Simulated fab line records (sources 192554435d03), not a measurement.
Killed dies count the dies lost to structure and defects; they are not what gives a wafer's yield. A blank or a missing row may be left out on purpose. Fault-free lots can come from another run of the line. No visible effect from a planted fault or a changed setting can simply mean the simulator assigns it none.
Matching of chambers || flow n5Finfet || pecvd-03 running N5_BEOL_M14_DEP_53: 3 sister chambers
The step deposits SiCN from 3MS/NH3, target thk 50 nm, time 17.8 s. 20 wafers are shown with their chamber, then 10 later ones without.

EACH WAFER AND ITS CHAMBER
{"wafer": "L075.2", "chamber": 2, "throttleValvePct (%)": 17.1, "showerheadPlenumPTorr (Torr)": 4.122}
{"wafer": "L075.5", "chamber": 0, "throttleValvePct (%)": 18.1, "showerheadPlenumPTorr (Torr)": 4.164}
{"wafer": "L075.6", "chamber": 1, "throttleValvePct (%)": 16.9, "showerheadPlenumPTorr (Torr)": 4.108}
{"wafer": "L074.2", "chamber": 0, "throttleValvePct (%)": 18.2, "showerheadPlenumPTorr (Torr)": 4.153}
{"wafer": "L074.4", "chamber": 1, "throttleValvePct (%)": 16.9, "showerheadPlenumPTorr (Torr)": 4.109}
{"wafer": "L074.6", "chamber": 2, "throttleValvePct (%)": 17.2, "showerheadPlenumPTorr (Torr)": 4.117}
{"wafer": "L076.2", "chamber": 0, "throttleValvePct (%)": 18.1, "showerheadPlenumPTorr (Torr)": 4.172}
{"wafer": "L076.3", "chamber": 2, "throttleValvePct (%)": 17.2, "showerheadPlenumPTorr (Torr)": 4.123}
{"wafer": "L076.4", "chamber": 2, "throttleValvePct (%)": 17.1, "showerheadPlenumPTorr (Torr)": 4.126}
{"wafer": "L077.2", "chamber": 0, "throttleValvePct (%)": 18.3, "showerheadPlenumPTorr (Torr)": 4.181}
{"wafer": "L077.4", "chamber": 2, "throttleValvePct (%)": 17.1, "showerheadPlenumPTorr (Torr)": 4.128}
{"wafer": "L077.5", "chamber": 0, "throttleValvePct (%)": 18.1, "showerheadPlenumPTorr (Torr)": 4.165}
{"wafer": "L079.2", "chamber": 2, "throttleValvePct (%)": 17.3, "showerheadPlenumPTorr (Torr)": 4.126}
{"wafer": "L079.3", "chamber": 1, "throttleValvePct (%)": 16.9, "showerheadPlenumPTorr (Torr)": 4.096}
{"wafer": "L079.4", "chamber": 1, "throttleValvePct (%)": 17.0, "showerheadPlenumPTorr (Torr)": 4.098}
{"wafer": "L081.3", "chamber": 1, "throttleValvePct (%)": 16.9, "showerheadPlenumPTorr (Torr)": 4.108}
{"wafer": "L081.5", "chamber": 1, "throttleValvePct (%)": 16.9, "showerheadPlenumPTorr (Torr)": 4.094}
{"wafer": "L081.6", "chamber": 0, "throttleValvePct (%)": 18.3, "showerheadPlenumPTorr (Torr)": 4.159}
{"wafer": "L083.3", "chamber": 2, "throttleValvePct (%)": 17.3, "showerheadPlenumPTorr (Torr)": 4.118}
{"wafer": "L083.4", "chamber": 1, "throttleValvePct (%)": 16.9, "showerheadPlenumPTorr (Torr)": 4.115}

SIGNATURES, as means of the wafers listed above
{"reading": "throttleValvePct", "chamber 0": 18.183, "chamber 1": 16.914, "chamber 2": 17.186, "scatter within a chamber": 0.0788}
{"reading": "showerheadPlenumPTorr", "chamber 0": 4.16567, "chamber 1": 4.10400, "chamber 2": 4.12286, "scatter within a chamber": 0.00754}
Rule: for a wafer and a chamber, the distance is found by dividing, reading by reading, the gap between the wafer's reading and the chamber's mean by the reading's scatter, squaring, summing and taking the root. The wafer belongs to the nearest chamber; if the next one is less than 2 further off, it can't be placed. The scatter is the square root of a quotient: the sum, over the shown wafers, of each reading's squared deviation from its chamber's mean, divided by wafers minus chambers.

WAFERS MISSING THEIR CHAMBER
{"wafer": "L083.5", "throttleValvePct (%)": 17.1, "showerheadPlenumPTorr (Torr)": 4.125}
{"wafer": "L085.1", "throttleValvePct (%)": 16.9, "showerheadPlenumPTorr (Torr)": 4.111}
{"wafer": "L085.3", "throttleValvePct (%)": 16.9, "showerheadPlenumPTorr (Torr)": 4.106}
{"wafer": "L085.6", "throttleValvePct (%)": 18.2, "showerheadPlenumPTorr (Torr)": 4.162}
{"wafer": "L089.3", "throttleValvePct (%)": 18.2, "showerheadPlenumPTorr (Torr)": 4.156}
{"wafer": "L089.4", "throttleValvePct (%)": 18.0, "showerheadPlenumPTorr (Torr)": 4.152}
{"wafer": "L089.6", "throttleValvePct (%)": 17.4, "showerheadPlenumPTorr (Torr)": 4.116}
{"wafer": "L091.3", "throttleValvePct (%)": 17.3, "showerheadPlenumPTorr (Torr)": 4.120}
{"wafer": "L091.5", "throttleValvePct (%)": 17.2, "showerheadPlenumPTorr (Torr)": 4.117}
{"wafer": "L091.6", "throttleValvePct (%)": 16.9, "showerheadPlenumPTorr (Torr)": 4.111}

EACH ONE'S CHAMBER
{"wafer": "L083.5", "from the rows above": 2, "in truth": 2}
{"wafer": "L085.1", "from the rows above": 1, "in truth": 1}
{"wafer": "L085.3", "from the rows above": 1, "in truth": 1}
{"wafer": "L085.6", "from the rows above": 0, "in truth": 0}
{"wafer": "L089.3", "from the rows above": 0, "in truth": 0}
{"wafer": "L089.4", "from the rows above": 0, "in truth": 0}
{"wafer": "L089.6", "from the rows above": 2, "in truth": 2}
{"wafer": "L091.3", "from the rows above": 2, "in truth": 2}
{"wafer": "L091.5", "from the rows above": 2, "in truth": 2}
{"wafer": "L091.6", "from the rows above": 1, "in truth": 1}
Correctly placed: 10 of 10. From these rows, 0 cannot be placed. 0 placed wrongly.
